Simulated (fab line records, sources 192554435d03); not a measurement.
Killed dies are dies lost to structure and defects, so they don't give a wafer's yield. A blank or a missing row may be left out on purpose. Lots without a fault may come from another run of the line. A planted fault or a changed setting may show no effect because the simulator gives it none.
One fault seen from 2 desks | flow n5_finfet | each desk has only its own numbers; what lay behind them comes last

THE METROLOGY DESK
What the gauges read, lot by lot, whatever tool the lot ran on: means of the sampled wafers that have a number. A lot is out of limits, marked OUT, if its mean lies more than 4 standard deviations from the usual mean; the brackets give that distance. Of its 10 readings 7 are shown: those that lie furthest out on some lot.
Columns: A = DIBL_N at N5_BEOL_M4_RC_MEAS_101, usual 36.3 mV/V; B = IOFF_P at N5_BEOL_M4_RC_MEAS_101, usual 0.21 nA/um; C = ION_N at N5_BEOL_M4_RC_MEAS_101, usual 675 uA/um; D = ION_P at N5_BEOL_M4_RC_MEAS_101, usual 462 uA/um; E = SS_N at N5_BEOL_M4_RC_MEAS_101, usual 71.6 mV/dec; F = VT_N at N5_BEOL_M4_RC_MEAS_101, usual 249 mV; G = VT_P at N5_BEOL_M4_RC_MEAS_101, usual -250 mV
lot  | first seen here | A    | B    | C   | D   | E    | F   | G
L754 | day 8 15:01     | 37.8 | 0.25 | 680 | 466 | 71.7 | 247 | -248
L755 | day 8 15:10     | 35.1 | 0.21 | 675 | 469 | 71.2 | 251 | -251
L766 | day 11 18:33    | 37.6 | 0.17 | 663 | 450 | 72.0 | 252 | -255
L773 | day 13 10:15    | 34.2 | 0.18 | 667 | 456 | 71.0 | 253 | -253
This desk's finding: nothing out of limits on any of the 4 lots.

THE TOOL OWNER'S DESK: ald_sin-02
The tool's own readings at N5_SDB_ALD_29 (deposits SiNx, target thk 30 nm, pulse time 1 s, ald cycles 600): means of the sampled wafers that have a number, for each lot that ran on this tool. A lot is out of limits, marked OUT, if its mean lies more than 4 standard deviations from the usual mean; the brackets give that distance.
Columns: A = heater_power_w at N5_SDB_ALD_29, usual 871 W; B = precursor_pulse_height_rel at N5_SDB_ALD_29, usual 1.003; C = susceptor_temp_C at N5_SDB_ALD_29, usual 400.05 C
lot  | first seen here | A   | B     | C
L754 | day 4 17:48     | 789 | 0.998 | 400.11
L755 | day 4 22:52     | 781 | 0.996 | 400.15
L773 | day 9 14:43     | 884 | 1.010 | 400.09
This desk's finding: nothing out of limits on any of the 3 lots.

PUT TOGETHER
The metrology desk saw nothing out of limits.
The tool owner's desk saw nothing out of limits.

WHAT THE SIMULATOR HAD PUT IN
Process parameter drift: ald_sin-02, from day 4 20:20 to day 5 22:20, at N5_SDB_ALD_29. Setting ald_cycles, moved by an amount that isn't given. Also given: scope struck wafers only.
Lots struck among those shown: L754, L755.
